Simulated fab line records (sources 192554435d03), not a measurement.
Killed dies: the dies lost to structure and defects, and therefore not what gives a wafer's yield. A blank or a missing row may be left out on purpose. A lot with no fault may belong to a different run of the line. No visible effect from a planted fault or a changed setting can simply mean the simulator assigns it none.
Chamber matching    flow n5 finfet    N5_BEOL_M6_ETCH_72 on rie diel-05: 4 sister chambers
The step etches underlayer in N2/H2, target depth 6.5 nm, time 5.2 s. 18 wafers are shown with their chamber, then 9 later ones without.

EACH WAFER AND ITS CHAMBER
wafer   chamber  showerhead plenum p Torr (Torr)  drypump motor current A (A)  throttle valve pct (%)
L078.1  2        2.57                             5.3                          17.67
L078.3  1        2.51                             6.2                          18.06
L078.6  1        2.51                             6.2                          18.07
L077.1  2        2.57                             5.2                          17.68
L077.2  0        2.42                             5.1                          17.87
L077.3  1        2.51                             6.2                          18.06
L077.4  2        2.57                             5.3                          17.68
L077.5  1        2.51                             6.2                          18.05
L077.6  0        2.42                             5.1                          17.87
L079.1  2        2.57                             5.3                          17.66
L079.4  2        2.57                             5.3                          17.69
L079.6  1        2.51                             6.2                          18.05
L087.1  3        2.67                             5.5                          17.11
L087.2  2        2.56                             5.3                          17.29
L087.3  0        2.41                             5.2                          17.92
L087.4  2        2.56                             5.3                          17.32
L087.5  0        2.41                             5.2                          17.92
L087.6  3        2.67                             5.4                          17.13

SIGNATURES, as means of the wafers listed above
reading                   chamber 0  chamber 1  chamber 2  chamber 3  scatter within a chamber
showerhead plenum p Torr  2.4150     2.5100     2.5671     2.6700     0.00416
drypump motor current A   5.150      6.200      5.286      5.450      0.041
throttle valve pct        17.8950    18.0580    17.5700    17.1200    0.12
Rule: a wafer lies at a distance from a chamber equal to the root of the sum of squares, over the readings, of (its reading less the chamber's mean, divided by the reading's scatter). The wafer belongs to the nearest chamber; if the next one is less than 2 further off, it can't be placed. The scatter: take each reading less its chamber's mean, square it, sum over the shown wafers, divide by the number of wafers less the number of chambers, and take the root.

WAFERS MISSING THEIR CHAMBER
wafer   showerhead plenum p Torr (Torr)  drypump motor current A (A)  throttle valve pct (%)
L089.1  2.41                             5.2                          17.95
L089.2  2.56                             5.3                          17.33
L089.6  2.67                             5.5                          17.14
L086.2  2.67                             5.5                          17.12
L086.4  2.41                             5.1                          17.92
L086.6  2.41                             5.1                          17.90
L092.1  2.50                             6.1                          18.10
L092.3  2.40                             5.1                          17.93
L092.5  2.40                             5.1                          17.91

CHAMBER TAKEN BY EACH
wafer   from the rows above  in truth
L089.1  0                    0
L089.2  2                    2
L089.6  3                    3
L086.2  3                    3
L086.4  0                    0
L086.6  0                    0
L092.1  1                    1
L092.3  0                    0
L092.5  0                    0
Correctly placed: 9 of 9. Number that these rows cannot place: 0. 0 placed wrongly.
